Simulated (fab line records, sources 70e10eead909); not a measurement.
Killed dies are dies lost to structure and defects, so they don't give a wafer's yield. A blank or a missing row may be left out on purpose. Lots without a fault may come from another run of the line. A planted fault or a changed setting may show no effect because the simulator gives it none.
Chamber matching | flow nand_harc | NHARC_A_STAIRCASE_ALD_415 on ald_hk-04: 4 sister chambers
The step deposits SiO2, target thk 30 nm, pulse time 6 s, ald cycles 300. 27 wafers are shown with their chamber, then 12 later ones without.

WAFERS WITH THEIR CHAMBER
wafer  | chamber | heater_power_w (W) | precursor_pulse_height_rel
L074.1 | 1       | 421                | 1.005
L074.4 | 3       | 413                | 0.999
L074.6 | 0       | 485                | 0.999
L076.2 | 0       | 487                | 1.017
L076.3 | 3       | 421                | 1.001
L076.5 | 0       | 479                | 1.001
L076.1 | 2       | 496                | 1.009
L076.4 | 1       | 412                | 0.983
L076.6 | 1       | 420                | 0.975
L077.1 | 0       | 492                | 0.993
L077.2 | 2       | 511                | 1.036
L077.6 | 2       | 506                | 0.996
L079.2 | 3       | 410                | 0.992
L079.4 | 0       | 478                | 1.027
L079.6 | 1       | 429                | 1.024
L080.3 | 1       | 418                | 0.979
L080.4 | 0       | 490                | 1.001
L080.5 | 3       | 416                | 1.004
L081.1 | 1       | 411                | 0.985
L081.2 | 2       | 508                | 1.007
L081.6 | 1       | 415                | 1.004
L082.2 | 2       | 503                | 0.987
L082.3 | 0       | 477                | 0.985
L082.4 | 3       | 420                | 0.980
L082.1 | 1       | 423                | 1.020
L082.5 | 3       | 425                | 1.002
L082.6 | 2       | 498                | 1.019

SIGNATURES (means of the wafers above)
reading                    | chamber 0 | chamber 1 | chamber 2 | chamber 3 | scatter within a chamber
heater_power_w             | 484.00    | 418.62    | 503.67    | 417.50    | 5.87
precursor_pulse_height_rel | 1.00329   | 0.99687   | 1.00900   | 0.99633   | 0.0156
Rule: a wafer's distance from a chamber is the root of the sum, over the readings, of the square of ((its reading less the chamber's mean) divided by the reading's scatter). The wafer belongs to the nearest chamber; if the next one is less than 2 further off, it can't be placed. The scatter: the root of (the sum of the squares of (reading less its chamber's mean) over the shown wafers, divided by (wafers less chambers)).

WAFERS WITHOUT THEIR CHAMBER
wafer  | heater_power_w (W) | precursor_pulse_height_rel
L086.1 | 508                | 1.012
L086.2 | 413                | 0.982
L086.4 | 427                | 0.996
L095.1 | 386                | 1.011
L095.2 | 519                | 1.012
L095.3 | 427                | 1.002
L094.1 | 401                | 1.011
L094.2 | 522                | 1.013
L094.5 | 390                | 0.999
L094.3 | 489                | 0.988
L094.4 | 435                | 0.995
L094.6 | 507                | 0.979

WHICH CHAMBER EACH WENT THROUGH
wafer  | from the rows above     | in truth
L086.1 | 2                       | 2
L086.2 | can't be placed: 3 or 1 | 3
L086.4 | can't be placed: 1 or 3 | 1
L095.1 | can't be placed: 3 or 1 | 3
L095.2 | 2                       | 2
L095.3 | can't be placed: 1 or 3 | 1
L094.1 | can't be placed: 3 or 1 | 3
L094.2 | 2                       | 2
L094.5 | can't be placed: 3 or 1 | 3
L094.3 | can't be placed: 0 or 2 | 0
L094.4 | can't be placed: 1 or 3 | 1
L094.6 | 2                       | 2
Placed correctly: 4 of 12. Can't be placed from these rows: 8 (the true chamber is among the candidates in 8). Placed wrongly: 0.
